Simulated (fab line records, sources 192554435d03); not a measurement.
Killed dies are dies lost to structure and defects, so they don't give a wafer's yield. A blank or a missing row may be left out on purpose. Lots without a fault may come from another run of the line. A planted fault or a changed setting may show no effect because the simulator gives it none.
fab line records | flow n5_finfet
record lots=9 wafers=27 last_day=17
route steps=1938 shown BEOL_M0_SAQP@637 BEOL_M4@1111 PASSIVATION@1936
lots that met no fault: from a run of the same line without faults
start_h: hours from the record's first day to the start of the lot's first wafer shown | wait_h: hours since the lot's step before | " the same as in the row above | L1.1+2: a row that stands for several wafers | - no value, or no start given | * or withheld: withheld | < > ~ a bound
route shown NAME@n: a module of which the file shows steps, and the number in the route of the first | usual: mean/standard deviation of fault-free wafers | same: alike in all rows | chamber/n: place in a boat | sites: the reading at each site | _std_site: their standard deviation | _edge_site: outer sites' mean less inner sites' | radius_mm: how far each site lies from the wafer's centre | mask NAME#n: copy n | behind: the tool/chamber that last shaped the wafer | hold: why the lot was held/for how many hours/how that ended | device: the transistor (n, p or np) that didn't switch | end of line: the same wafers' tests at the end of the route | a step without rows: its recipe alone | killed: dies lost to structure and defects at the first sort, not the wafer's yield | map: a wafer's dies, x killed, . not, _ none there
set.NAME: the setting as run; set.NAME@STEP: as run at that earlier step | model.NAME: the simulator's own value behind a step, which no gauge read
steps of the route over a sample of lots; a table a step, a row a wafer
services: from which hour (start_h, from the record's first day; less than 0 if before it) a tool's chamber was out of use, for how many hours, and why
## steps
# step N5_BEOL_M0_SAQP_PECVD_97
# recipe material=SiNx target_thk_a=230 temp_c=350 precursor=SiH4/NH3/N2 pressure_torr=1.5 rf_w=300 time_s=19.9
# usual heater_power_w=576/56 showerhead_plenum_p_Torr=5.15/0.11 susceptor_temp_C=349.99/0.22 throttle_valve_pct=40.0/1.9
# columns lot.wafer tool chamber start_h wait_h heater_power_w showerhead_plenum_p_Torr susceptor_temp_C throttle_valve_pct
L933.1 pecvd-04 0 126.55 0.0 526 5.15 350.27 39.3
L933.3 " 2 " " 558 5.26 349.97 40.5
L933.5 " 2 " " 579 5.25 350.45 40.0
L937.1 pecvd-04 2 155.98 0.0 607 5.26 350.17 40.2
L937.3 " 0 " " 502 5.16 350.10 39.3
L937.6 " 2 " " 604 5.27 350.16 40.1
L938.1 pecvd-04 1 162.21 0.0 655 5.14 349.87 42.9
L938.4 " 0 " " 539 5.16 349.98 39.5
L938.6 " 1 " " 667 5.14 350.05 43.0
L941.3 pecvd-04 0 183.13 0.0 533 5.15 350.08 39.4
L941.4 " 1 " " 610 5.12 349.87 43.0
L941.6 " 2 " " 586 5.27 350.06 40.4
L942.2 pecvd-04 2 188.03 0.0 558 5.28 350.03 40.2
L942.4 " 0 " " 489 5.14 350.04 39.2
L942.5 " 2 " " 554 5.26 349.84 40.3
L947.1 pecvd-04 0 216.02 0.0 548 5.16 350.15 39.5
L947.2 " 1 " " 654 5.13 349.75 43.0
L947.3 " 1 " " 661 5.13 349.80 42.8
L950.1 pecvd-01 1 227.73 0.0 637 5.29 350.45 42.3
L950.2 " 2 " " 607 4.97 350.36 37.8
L950.6 " 0 " " 544 4.97 350.20 40.7
L951.2 pecvd-03 2 234.39 0.0 577 5.18 349.84 37.7
L951.3 " 2 " " 567 5.18 350.05 37.7
L951.5 " 0 " " 580 5.24 349.85 41.8
L953.4 pecvd-04 2 247.27 0.0 599 5.25 349.88 37.0
L953.5 " 1 " " 655 5.11 349.72 43.0
L953.6 " 0 " " 509 5.15 350.36 39.4
# step N5_BEOL_M0_SAQP_PECVD_04
# recipe material=a-Si target_thk_a=600 temp_c=350 precursor=SiH4/He pressure_torr=3 rf_w=100 time_s=60.2
# usual heater_power_w=644/58 showerhead_plenum_p_Torr=5.67/0.079 susceptor_temp_C=349.98/0.2 throttle_valve_pct=18.2/0.88
# columns lot.wafer tool chamber start_h wait_h heater_power_w showerhead_plenum_p_Torr susceptor_temp_C throttle_valve_pct
L933.1 pecvd-04 0 126.60 0.0 610 5.68 350.27 17.8
L933.3 " 2 " " 604 5.75 349.93 18.4
L933.5 " 2 " " 629 5.76 350.08 18.2
L937.1 pecvd-04 2 156.01 0.0 653 5.75 349.90 18.3
L937.3 " 0 " " 596 5.69 350.11 17.8
L937.6 " 2 " " 659 5.77 349.88 18.1
L938.1 pecvd-04 1 162.25 0.0 714 5.66 350.11 19.6
L938.4 " 0 " " 538 5.69 350.16 18.0
L938.6 " 1 " " 701 5.65 349.87 19.3
L941.3 pecvd-04 0 183.17 0.0 592 5.68 350.01 18.2
L941.4 " 1 " " 719 5.66 350.15 19.5
L941.6 " 2 " " 651 5.76 349.83 18.2
L942.2 pecvd-04 2 188.07 0.0 594 5.78 350.02 18.4
L942.4 " 0 " " 597 5.66 349.73 17.8
L942.5 " 2 " " 578 5.75 349.90 18.3
L947.1 pecvd-04 0 216.08 0.0 569 5.67 349.79 18.0
L947.2 " 1 " " 709 5.65 350.03 19.4
L947.3 " 1 " " 715 5.67 349.89 19.6
L950.1 pecvd-01 1 227.77 0.0 731 5.79 349.86 18.8
L950.2 " 2 " " 621 5.54 349.98 17.2
L950.6 " 0 " " 595 5.55 350.04 18.6
L951.2 pecvd-03 2 234.45 0.0 694 5.69 349.60 17.0
L951.3 " 2 " " 678 5.70 349.91 17.1
L951.5 " 0 " " 682 5.75 349.60 19.2
L953.4 pecvd-04 2 247.32 0.0 693 5.74 350.05 16.9
L953.5 " 1 " " 699 5.67 349.85 19.5
L953.6 " 0 " " 546 5.67 349.92 18.0
# step N5_BEOL_M0_SAQP_SPACER1_ALD_98
# recipe material=SiO2 target_thk_a=128 temp_c=300 ald_precursor_family=BDEAS ald_co_reactant=O2-plasma pulse_time_s=1 purge_time_s=2 co_reactant_purge_time_s=2 ald_cycles=138 pressure_torr=2
# usual ald_cycles=138/0 heater_power_w=470/68 precursor_pulse_height_rel=1.000/0.019 susceptor_temp_C=300.01/0.19
# columns lot.wafer tool chamber start_h wait_h ald_cycles heater_power_w precursor_pulse_height_rel susceptor_temp_C
L933.1 ald_sin-01 3 128.41 0.5 138 650 0.972 300.12
L933.3 " 0 " " 138 406 0.983 300.01
L933.5 " 1 " " 138 409 0.982 299.86
L937.1 ald_sin-01 3 158.20 0.5 138 647 1.006 299.78
L937.3 " 1 " " 138 425 1.014 299.73
L937.6 " 1 " " 138 421 0.990 300.07
L938.1 ald_sin-01 2 163.82 0.3 138 439 1.005 300.05
L938.4 " 3 " " 138 654 0.974 300.03
L938.6 " 0 " " 130 401 0.998 300.29
L941.3 ald_sin-01 1 184.93 0.2 130 417 1.026 299.91
L941.4 " 3 " " 138 651 1.008 299.85
L941.6 " 0 " " 130 406 0.989 300.40
L942.2 ald_sin-01 3 190.84 1.0 138 644 1.009 300.40
L942.4 " 2 " " 138 445 0.988 299.58
L942.5 " 0 " " 130 405 0.961 299.68
L947.1 ald_sin-04 1 218.69 1.2 138 482 1.002 300.14
L947.2 " 2 " " 138 450 1.010 299.96
L947.3 " 0 " " 138 399 0.988 300.04
L950.1 ald_sin-03 0 229.89 0.3 138 514 0.982 299.72
L950.2 " 1 " " 138 494 0.973 300.04
L950.6 " 1 " " 138 501 0.978 299.94
L951.2 ald_sin-03 0 236.04 0.3 138 513 0.998 299.96
L951.3 " 1 " " 138 492 1.001 300.11
L951.5 " 1 " " 138 481 0.995 300.10
L953.4 ald_sin-01 3 249.09 0.4 138 648 0.978 300.04
L953.5 " 2 " " 138 439 1.041 300.30
L953.6 " 3 " " 138 655 1.020 299.73
# step N5_BEOL_M0_SAQP_CD_MEAS_25
# recipe target_cd_nm=13.1 landing_energy_ev=1000 detector=se_inlens
# usual cd_nm=12.77/0.21
# columns lot.wafer tool chamber start_h wait_h cd_nm
L933.1 cd_sem-02 0 129.09 0.1 12.95
L933.3 " 0 " " 12.54
L933.5 " 0 " " 12.39
L937.1 cd_sem-03 0 158.97 0.1 12.57
L937.3 " 0 " " 12.82
L937.6 " 0 " " 12.77
L938.1 cd_sem-02 0 164.49 0.1 12.55
L938.4 " 0 " " 12.37
L938.6 " 0 " " 12.38
L941.3 cd_sem-03 0 185.61 0.1 11.59
L941.4 " 0 " " 12.83
L941.6 " 0 " " 11.80
L942.2 cd_sem-03 0 191.51 0.1 12.66
L942.4 " 0 " " 12.91
L942.5 " 0 " " 12.06
L947.1 cd_sem-02 0 219.36 0.1 12.76
L947.2 " 0 " " 12.61
L947.3 " 0 " " 13.06
L950.1 cd_sem-01 0 230.57 0.1 12.29
L950.2 " 0 " " 12.72
L950.6 " 0 " " 12.79
L951.2 cd_sem-01 0 236.71 0.1 12.65
L951.3 " 0 " " 12.90
L951.5 " 0 " " 12.66
L953.4 cd_sem-03 0 249.76 0.1 12.85
L953.5 " 0 " " 12.78
L953.6 " 0 " " 12.96
# step N5_BEOL_M0_SAQP_ETCH_106
# recipe chemistry=N2/H2 target=SOC target_depth_a=1500 stop_on=SiNx ion_energy_ev=100 bias_w=61 pressure_mtorr=30 source_w=850 n2_flow_sccm=200 h2_flow_sccm=200
# usual drypump_motor_current_A=5.84/0.26 oes_product_au=0.75/0.072 rf_vpp_V=241.0/1.2 showerhead_plenum_p_Torr=2.57/0.077 throttle_valve_pct=17.94/0.25
# columns lot.wafer tool chamber start_h wait_h drypump_motor_current_A oes_product_au rf_hours_counter_h rf_vpp_V showerhead_plenum_p_Torr throttle_valve_pct
L933.1 rie_diel-06 2 129.79 - 5.78 0.74 166 241.2 2.65 17.96
L933.3 " 0 " " 5.85 0.69 216 242.4 2.62 18.07
L933.5 " 0 " " 5.87 0.69 - 242.4 2.62 18.06
L937.1 rie_diel-06 0 159.74 - 5.86 0.68 226 243.7 2.61 18.08
L937.3 " 3 " " 6.15 0.81 77 239.3 2.46 17.92
L937.6 " 3 " " 6.15 0.81 - 240.7 2.46 17.92
L938.1 rie_diel-06 3 165.36 - 6.15 0.80 78 240.8 2.46 17.91
L938.4 " 1 " " 5.99 0.70 237 240.8 2.61 17.84
L938.6 " 1 " " 5.95 0.70 - 242.1 2.61 17.85
L941.3 rie_diel-06 3 186.33 - 6.17 0.80 84 239.4 2.46 17.91
L941.4 " 1 " " 5.94 0.70 243 242.7 2.61 17.85
L941.6 " 2 " " 5.78 0.73 - 242.0 2.64 18.00
L942.2 rie_diel-02 3 192.22 - 5.62 0.67 243 241.1 2.60 18.01
L942.4 " 0 " " 6.11 0.75 163 241.6 2.54 18.07
L942.5 " 3 " " 5.60 0.68 - 241.4 2.60 18.01
L947.1 rie_diel-04 1 220.08 - 6.27 0.90 30 242.0 2.70 17.87
L947.2 " 2 " " 5.82 0.87 40 240.6 2.49 17.18
L947.3 " 3 " " 5.46 0.71 223 240.8 2.52 18.18
L950.1 rie_diel-04 3 231.37 - 5.47 0.71 227 240.0 2.51 18.17
L950.2 " 1 " " 6.26 0.90 33 241.9 2.70 17.91
L950.6 " 0 " " 5.85 0.76 - 240.5 2.65 18.23
L951.2 rie_diel-06 2 237.42 - 5.76 0.72 198 240.1 2.64 18.03
L951.3 " 3 " " 6.14 0.78 100 240.3 2.45 17.94
L951.5 " 2 " " 5.76 0.72 - 239.7 2.63 18.03
L953.4 rie_diel-04 1 250.47 - 6.27 0.89 38 243.0 2.70 17.91
L953.5 " 2 " " 5.83 0.86 - 240.7 2.48 17.19
L953.6 " 1 " " 6.24 0.89 - 242.9 2.70 17.93
# step N5_BEOL_M4_RC_MEAS_101
# usual DIBL_N=36.3/1.4 DIBL_P=35.7/1.5 IOFF_N=0.155/0.022 IOFF_P=0.204/0.027 ION_N=671/9 ION_P=459/6.2 SS_N=71.5/0.54 SS_P=73.1/0.56 VT_N=250.2/2.6 VT_P=-251/3.3
# columns lot.wafer tool chamber start_h wait_h DIBL_N[mV/V] DIBL_P[mV/V] IOFF_N[nA/um] IOFF_P[nA/um] ION_N[uA/um] ION_P[uA/um] SS_N[mV/dec] SS_P[mV/dec] VT_N[mV] VT_P[mV]
L933.1 prober-02 0 189.13 0.0 35.0 34.9 0.137 0.171 663 453 70.7 72.3 250.8 -255
L933.3 " 0 " " 36.4 36.8 0.176 0.195 682 464 71.5 73.4 245.6 -254
L933.5 " 0 " " 38.2 38.8 0.212 0.222 686 456 71.1 73.6 243.2 -252
L937.1 prober-01 0 212.61 0.0 35.3 35.5 0.133 0.177 677 462 70.9 72.4 253.2 -255
L937.3 " 0 " " 36.1 35.9 0.149 0.185 661 451 71.3 73.4 251.9 -255
L937.6 " 0 " " 36.7 35.6 0.151 0.174 668 447 71.6 72.5 252.9 -258
L938.1 prober-02 0 226.85 0.0 36.4 36.7 0.169 0.245 676 467 71.6 73.9 246.8 -246
L938.4 " 0 " " 34.9 36.1 0.154 0.230 679 466 71.5 73.3 247.3 -245
L938.6 " 0 " " 34.9 34.9 0.147 0.223 675 468 71.6 72.8 252.1 -246
L941.3 prober-01 0 240.33 0.3 38.0 37.9 0.180 0.227 677 463 71.9 73.6 247.7 -250
L941.4 " 0 " " 35.7 35.1 0.140 0.175 677 456 71.7 73.2 252.3 -255
L941.6 " 0 " " 35.8 35.1 0.141 0.172 655 449 71.4 72.9 253.1 -254
L942.2 prober-01 0 256.94 0.2 35.5 37.0 0.149 0.189 677 458 71.5 73.8 249.4 -251
L942.4 " 0 " " 35.8 36.9 0.160 0.193 672 457 71.5 72.9 250.1 -254
L942.5 " 0 " " 34.5 36.1 0.144 0.182 668 454 71.3 73.4 250.6 -250
L947.1 prober-01 0 279.97 0.0 38.2 37.2 0.163 0.226 675 460 71.5 73.5 251.9 -251
L947.2 " 0 " " 39.4 38.3 0.194 0.262 683 467 71.7 74.3 246.3 -248
L947.3 " 0 " " 39.5 38.6 0.190 0.259 674 469 72.0 74.2 247.1 -249
L950.1 prober-01 0 293.64 0.0 36.0 35.2 0.143 0.185 674 459 71.3 72.9 252.5 -254
L950.2 " 0 " " 34.7 33.2 0.120 0.159 655 450 72.0 72.7 253.5 -254
L950.6 " 0 " " 37.8 37.7 0.188 0.224 682 464 71.5 73.9 245.5 -251
L951.2 prober-02 0 294.24 0.2 37.1 36.6 0.183 0.232 679 465 71.5 72.9 246.5 -248
L951.3 " 0 " " 36.2 35.7 0.157 0.210 667 458 71.2 72.2 250.3 -249
L951.5 " 0 " " 37.1 37.5 0.176 0.248 677 468 71.0 73.3 246.7 -245
L953.4 prober-01 0 307.64 0.5 35.3 34.7 0.137 0.179 669 460 71.7 72.8 250.5 -255
L953.5 " 0 " " 37.3 35.9 0.166 0.192 671 452 71.9 72.1 249.3 -252
L953.6 " 0 " " 35.1 34.5 0.135 0.178 668 457 71.5 72.3 253.9 -253
# step N5_PASSIVATION_PROBE_49
# usual defect_limited_yield=91.0/1.5 killed_at_M0_to_M3=36/12 killed_at_M4_up=14/5.5 killed_at_contacts=11/4.8 killed_at_front_end=42/12 killed_at_other=3.7/2.7 killed_dies=106/18 killed_on_rim=13/4.5 killed_open=70/13 killed_short=35/8.2 sort_bin_5_function=5.3/1 sort_bin_6_memory=3.3/0.69 sort_bin_8_speed=0.00/0.007 sort_n_pass=1074/18 sort_yield_pct=91.0/1.5
# same gross_dies=1180 killed_at_back_side=0 sort_bin_4_leakage[%]=0
# columns lot.wafer tool chamber start_h wait_h defect_limited_yield[%] killed_at_M0_to_M3 killed_at_M4_up killed_at_contacts killed_at_front_end killed_at_other killed_dies killed_on_rim killed_open killed_short sort_bin_5_function[%] sort_bin_6_memory[%] sort_bin_8_speed[%] sort_n_pass sort_yield_pct[%]
L938.1 prober-02 - 326.51 0.0 92.4 48 8 10 22 2 90 15 55 35 4.5 2.9 0 1090 92.4
L941.3 prober-02 - 348.21 0.5 93.6 25 13 10 26 2 76 8 55 21 3.4 2.9 0 1104 93.6
L941.4 prober-02 - 348.26 0.6 89.8 32 20 7 57 4 120 17 76 44 6.3 3.5 0 1060 89.8
L951.2 prober-01 - 389.16 0.1 93.2 33 8 5 32 2 80 10 53 25 4.2 2.4 0 1100 93.2
L951.3 prober-01 - 389.21 0.1 93.1 33 7 21 21 0 82 10 60 20 4.1 2.5 0 1098 93.1
L951.5 prober-01 - 389.31 0.2 91.4 27 11 18 43 3 102 13 69 31 5.8 2.8 0 1078 91.4
# killed by level:class
L938.1 BEOL_M0_SAQP:geometric_particle:short=11 BEOL_M1:geometric_particle:open=11 MOL_CONTACT_COAG:geometric_particle:open=8 BEOL_M3:geometric_particle:open=8 BEOL_M0_SAQP:geometric_particle:open=6 DUMMY_GATE:geometric_particle:open=4 BEOL_M2:geometric_particle:short=4 STARTING-WAFER:geometric_particle:short=4
L941.3 BEOL_M0_SAQP:geometric_particle:open=11 MOL_CONTACT_COAG:geometric_particle:open=8 BEOL_M0_SAQP:geometric_particle:short=8 FIN_SAQP:geometric_particle:open=5 STI_FIN_REVEAL:geometric_particle:open=5 FIN_SAQP:geometric_particle:short=4 STARTING-WAFER:geometric_particle:open=4 DUMMY_GATE:geometric_particle:open=3
L941.4 STI_FIN_REVEAL:geometric_particle:open=13 FIN_SAQP:geometric_particle:open=11 BEOL_M0_SAQP:geometric_particle:short=11 BEOL_M4:geometric_particle:open=9 BEOL_M2:geometric_particle:open=9 BEOL_M0_SAQP:geometric_particle:open=8 FIN_SAQP:geometric_particle:short=7 DUMMY_GATE:geometric_particle:open=7
L951.2 BEOL_M0_SAQP:geometric_particle:open=8 STI_FIN_REVEAL:geometric_particle:open=7 DUMMY_GATE:geometric_particle:open=6 BEOL_M2:geometric_particle:open=6 BEOL_M0_SAQP:geometric_particle:short=5 BEOL_M1:geometric_particle:open=5 FIN_SAQP:geometric_particle:open=3 MOL_CONTACT_COAG:geometric_particle:open=3
L951.3 MOL_CONTACT_COAG:geometric_particle:open=20 BEOL_M2:geometric_particle:open=9 STI_FIN_REVEAL:geometric_particle:open=8 BEOL_M0_SAQP:geometric_particle:open=6 BEOL_M0_SAQP:geometric_particle:short=5 BEOL_M3:geometric_particle:open=5 BEOL_M1:geometric_particle:short=4 STI_FIN_REVEAL:geometric_particle:short=2
L951.5 STI_FIN_REVEAL:geometric_particle:open=15 MOL_CONTACT_COAG:geometric_particle:open=14 FIN_SAQP:geometric_particle:open=8 BEOL_M0_SAQP:geometric_particle:short=8 BEOL_M0_SAQP:geometric_particle:open=6 STI_FIN_REVEAL:geometric_particle:short=4 MOL_CONTACT_COAG:geometric_particle:short=4 BEOL_M0:geometric_particle:short=4
## services
# columns tool chamber start_h hours kind
pecvd-03 - 114.44 4.8 repair
pecvd-04 1 121.17 5.5 scheduled_down
pecvd-03 - 123.28 1.4 repair
rie_diel-06 1 133.57 9.6 repair
rie_diel-04 3 137.47 4.1 repair
pecvd-04 - 143.93 0.3 repair
rie_diel-04 2 146.42 8.2 repair
pecvd-04 2 148.56 7.2 repair
ald_sin-04 - 153.72 1.1 repair
rie_diel-04 - 173.81 2.7 repair
pecvd-03 0 176.21 9.7 repair
ald_sin-04 - 176.75 14.0 pm
pecvd-04 2 202.38 - clean
pecvd-04 2 202.38 - consumable_replace:showerhead
pecvd-04 2 202.38 29.0 scheduled_down
pecvd-04 2 202.38 29.0 vent_cycle
rie_diel-06 1 227.30 - clean
rie_diel-06 1 227.30 - consumable_replace:focus_ring
rie_diel-06 1 227.30 12.9 scheduled_down
pecvd-03 1 232.91 4.1 repair
rie_diel-02 3 240.04 7.0 repair
ald_sin-01 - 242.63 2.0 repair
pecvd-04 1 243.10 2.1 scheduled_down
ald_sin-04 0 248.06 3.2 repair
## key
first_sign step=N5_BEOL_M0_SAQP_SPACER1_ALD_98 reading=ald_cycles direction=down sigmas=99+ usual=* struck=*
effect step=N5_BEOL_M0_SAQP_CD_MEAS_25 reading=cd_nm direction=down sigmas=3.8 usual=12.77 struck=11.96
met_at N5_BEOL_M0_SAQP_SPACER1_ALD_98
struck_lots L938,L941,L942
struck_wafers L938.6,L941.3,L941.6,L942.5
not_acting_at N5_BEOL_M0_SAQP_PECVD_97,N5_BEOL_M0_SAQP_PECVD_04,N5_BEOL_M0_SAQP_ETCH_106
onset_between 158.20 163.82
fault kind=process_parameter_drift tool=ald_sin-01 chamber=- onset_h=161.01 steps=N5_BEOL_M0_SAQP_SPACER1_ALD_98 channel=ald_cycles offset=* shape=step end_h=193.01 scope=struck_wafers_only acts_in=* stated=*
